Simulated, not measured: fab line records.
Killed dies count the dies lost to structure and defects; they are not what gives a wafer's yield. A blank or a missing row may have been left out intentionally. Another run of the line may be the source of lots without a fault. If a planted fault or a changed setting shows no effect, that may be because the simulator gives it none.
Problem report in the 8D (eight disciplines) form, filled by code || flow n5_finfet || the parts of the form that need people (team, actions taken, sign-off) are left out

1. THE ISSUE
At N5_PASSIVATION_PROBE_49, killed_at_other averages 1075.7 over 3 wafers from 3 lots, while fault-free wafers read 3.2, standard deviation 2.6. So: +99 or more standard deviations from the usual mean.
First seen on wafer L811.3, day 15 09:14, on prober-02. The record has a number at this step for 27 wafers belonging to 10 lots. Rule for "out" (also "out of limits"): further than 4 standard deviations from the usual mean. The other wafers with a number count as sound.

2. WHAT IT IS; WHAT IT IS NOT
{"question": "which readings at this step", "is": "killed_at_other, defect_limited_yield, killed_dies, killed_on_rim, sort_bin_5_function, sort_n_pass, sort_yield_pct", "is not": "killed_at_M4_up, killed_at_contacts, killed_at_front_end, killed_short, sort_bin_6_memory, sort_bin_8_speed"}
{"question": "which lots", "is": "L811, L816, L817", "is not": "L802, L805, L808, L818, L821, L822, L823"}
{"question": "which wafers of those lots", "is": "L811.3, L816.3, L817.3", "is not": "L811.4, L816.2, L817.2"}
{"question": "read on which tools", "is": "prober-01, prober-02", "is not": "-"}
{"question": "when", "is": "from day 15 09:14", "is not": "up to then (9 sound wafers); but 15 sound wafers of L811, L816, L817, L818, L821, L822, L823 came after"}

3. SUSPECTS, AND WHAT RULES EACH OUT
Counting: a tool at a process step up to the reading stays a suspect if it ran every lot that is out. Sound lots after the first of them don't rule it out here, since some wafers of a struck lot are sound.
- pecvd-03 at N5_PASSIVATION_PECVD_01 (deposits SiNx from SiH4/NH3/N2, target thk 200 nm, time 43.2 s): kept. It processed each lot that is out (first: L811, day 15 00:46); up to then, its last sound lot is L808 (day 13 23:53).
After counting, what remains is pecvd-03 at N5_PASSIVATION_PECVD_01.

4. THE CAUSE (what the simulator had put in)
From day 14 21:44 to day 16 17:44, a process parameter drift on pecvd-03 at N5_PASSIVATION_PECVD_01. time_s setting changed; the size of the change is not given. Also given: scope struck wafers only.
Counting left only this tool.

5. SEQUENCE OF EFFECTS, ordered by route
Each row: a reading where the mean over the struck wafers with a number is more than 3 standard deviations away from the usual. Only readings whose record carries a usual standard deviation are examined. hours: median over the lots of the time between each lot's start at the first step of this table that gives one and its start at this step. sigmas: the change, counted in usual standard deviations.
{"hours": 0, "step": "N5_PASSIVATION_PROBE_49", "reading": "defect_limited_yield", "usual": "91.7 %", "on struck wafers": 0.0, "change": -91.7, "sigmas": -54}
{"hours": 0, "step": "N5_PASSIVATION_PROBE_49", "reading": "killed_at_other", "usual": 3.2, "on struck wafers": 1075.7, "change": "+1072.5", "sigmas": "+99 or more"}
{"hours": 0, "step": "N5_PASSIVATION_PROBE_49", "reading": "killed_dies", "usual": 98, "on struck wafers": 1180, "change": "+1082", "sigmas": "+54"}
{"hours": 0, "step": "N5_PASSIVATION_PROBE_49", "reading": "killed_on_rim", "usual": 13, "on struck wafers": 152, "change": "+139", "sigmas": "+31"}
{"hours": 0, "step": "N5_PASSIVATION_PROBE_49", "reading": "sort_bin_5_function", "usual": "4.8 %", "on struck wafers": 96.5, "change": "+91.7", "sigmas": "+83"}
{"hours": 0, "step": "N5_PASSIVATION_PROBE_49", "reading": "sort_n_pass", "usual": 1082, "on struck wafers": 0, "change": -1082, "sigmas": -54}
{"hours": 0, "step": "N5_PASSIVATION_PROBE_49", "reading": "sort_yield_pct", "usual": "91.7 %", "on struck wafers": 0.0, "change": -91.7, "sigmas": -54}
It contains these process steps:
- N5_PASSIVATION_PROBE_49

6. WHAT WOULD HAVE CAUGHT IT SOONER
In this record the first reading out of limits was taken at day 15 09:14, 12 hours after the fault began at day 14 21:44.
An alarm limit of 4 standard deviations would not have fired on the tool readings at N5_PASSIVATION_PECVD_01 for which the record gives a usual standard deviation, since none of them was out on any struck wafer.
Lots out: 3; of these, L816, L817 started N5_PASSIVATION_PECVD_01 on pecvd-03 after day 15 09:14. A hold on the tool at that time would have spared those 2.
